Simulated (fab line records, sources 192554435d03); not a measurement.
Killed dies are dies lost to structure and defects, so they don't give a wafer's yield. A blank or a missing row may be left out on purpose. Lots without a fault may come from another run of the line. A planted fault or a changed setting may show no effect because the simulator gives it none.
Which tool did it? | flow n5_finfet | 12 lots, 36 wafers sampled, at 3 steps of a route of 1938

WHAT THE GAUGES READ, wafer by wafer
N5_BEOL_M3_CD_MEAS_28: target cd 25.7 nm, target cd y 23.3 nm.
lot  | measured     | on        | cd_nm (nm)
L074 | day 7 01:10  | cd_sem-01 | 25.4 25.6 26.0
L077 | day 7 19:17  | cd_sem-01 | 25.5 25.6 25.5
L079 | day 8 10:16  | cd_sem-03 | 25.5 25.7 26.1
L081 | day 8 20:11  | cd_sem-03 | 26.1 26.0 25.8
L083 | day 9 02:38  | cd_sem-01 | 25.5 25.9 25.8
L086 | day 9 23:38  | cd_sem-03 | 26.0 26.2 25.8
L087 | day 10 05:58 | cd_sem-03 | 25.3 25.5 25.6
L089 | day 10 22:14 | cd_sem-01 | 25.9 25.6 25.9
L091 | day 11 06:26 | cd_sem-03 | 25.5 26.1 25.4
L092 | day 12 03:04 | cd_sem-01 | 25.1 25.8 25.9
L095 | day 12 19:16 | cd_sem-03 | 26.1 26.1 26.1
L097 | day 13 11:40 | cd_sem-02 | 25.3 25.1 25.6

WHICH TOOL RAN EACH LOT (tool, then ch and the chambers of the sampled wafers, then the start)
lot  | N5_BEOL_M2_SPUTTER_94        | N5_BEOL_M2_SPUTTER_96
L074 | pvd_sputter-01, day 6 20:30  | pvd_sputter-01, day 6 20:43
L077 | pvd_sputter-01, day 7 12:29  | pvd_sputter-01, day 7 12:42
L079 | pvd_sputter-03, day 8 05:22  | pvd_sputter-03, day 8 05:35
L081 | pvd_sputter-01, day 8 17:06  | pvd_sputter-01, day 8 17:19
L083 | pvd_sputter-01, day 8 21:50  | pvd_sputter-01, day 8 22:03
L086 | pvd_sputter-02, day 9 19:17  | pvd_sputter-02, day 9 19:31
L087 | pvd_sputter-01, day 10 02:07 | pvd_sputter-01, day 10 02:20
L089 | pvd_sputter-02, day 10 18:40 | pvd_sputter-02, day 10 18:53
L091 | pvd_sputter-01, day 11 03:10 | pvd_sputter-01, day 11 03:23
L092 | pvd_sputter-03, day 11 20:59 | pvd_sputter-03, day 11 21:12
L095 | pvd_sputter-03, day 12 13:28 | pvd_sputter-03, day 12 13:41
L097 | pvd_sputter-02, day 13 06:23 | pvd_sputter-02, day 13 06:37
- N5_BEOL_M2_SPUTTER_94: material Cu, target thk 4.5 nm, time 8.29 s.
- N5_BEOL_M2_SPUTTER_96: material Cu, target thk 4.5 nm, time 8.29 s.

THE ANSWER, worked out from the rows above alone
Rule: what is usual is taken from the lots themselves. Put in order of their means at a reading, lots are off if they are a third of the lots or fewer, leave a main group of 4 or more, and stand apart from it by a gap of 3 or more times the standard deviation of the main group's means; of several such gaps the widest counts. A main group whose means are all the same, to the digits that the tables above print for the reading, isn't used. A lot without any number at a reading at which 4 lots or more have one is off too. The other lots that the step has rows for count as sound.
No lot is off at any reading shown: from this, nothing can be told.

WHAT THE SIMULATOR HAD PUT IN
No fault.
